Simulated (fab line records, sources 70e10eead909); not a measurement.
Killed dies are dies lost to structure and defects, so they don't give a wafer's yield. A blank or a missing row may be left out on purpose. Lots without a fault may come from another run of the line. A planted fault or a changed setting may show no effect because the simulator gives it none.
Chamber matching | flow nand_harc | NHARC_P_BONDPAD_ETCH_37 on rie_diel-02: 4 sister chambers
The step etches the open film in N2/H2, target depth 60 nm, overetch 18 nm, time 65.91 s. 4 wafers are shown with their chamber, then 9 later ones without.

WAFERS WITH THEIR CHAMBER
wafer  | chamber | drypump_motor_current_A (A)
L722.3 | 0       | 5.6
L727.2 | 3       | 5.8
L727.4 | 1       | 6.0
L727.6 | 2       | 6.2

WAFERS WITHOUT THEIR CHAMBER
wafer  | drypump_motor_current_A (A)
L725.2 | 6.2
L725.4 | 5.6
L725.5 | 5.8
L723.1 | 6.0
L723.2 | 6.2
L723.3 | 5.6
L726.1 | 6.1
L728.3 | 5.6
L728.6 | 5.8

WHICH CHAMBER EACH WENT THROUGH
wafer  | from the rows above     | in truth
L725.2 | 2                       | 2
L725.4 | 0                       | 0
L725.5 | 3                       | 3
L723.1 | 1                       | 1
L723.2 | 2                       | 2
L723.3 | 0                       | 0
L726.1 | can't be placed: 1 or 2 | 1
L728.3 | 0                       | 0
L728.6 | 3                       | 3
Placed correctly: 8 of 9. Can't be placed from these rows: 1 (the true chamber is among the candidates in 1). Placed wrongly: 0.
How it was worked out, from the rows above alone: a wafer's distance from a chamber is the root of the sum, over the readings, of the square of ((its reading less the chamber's mean) divided by the reading's scatter). The wafer belongs to the nearest chamber; if the next one is less than 2 further off, it can't be placed. A chamber's mean is the mean of its shown wafers. The scatter: with one shown wafer a chamber, the root of the mean of the squares of how far each hidden wafer lies from its nearest shown one.
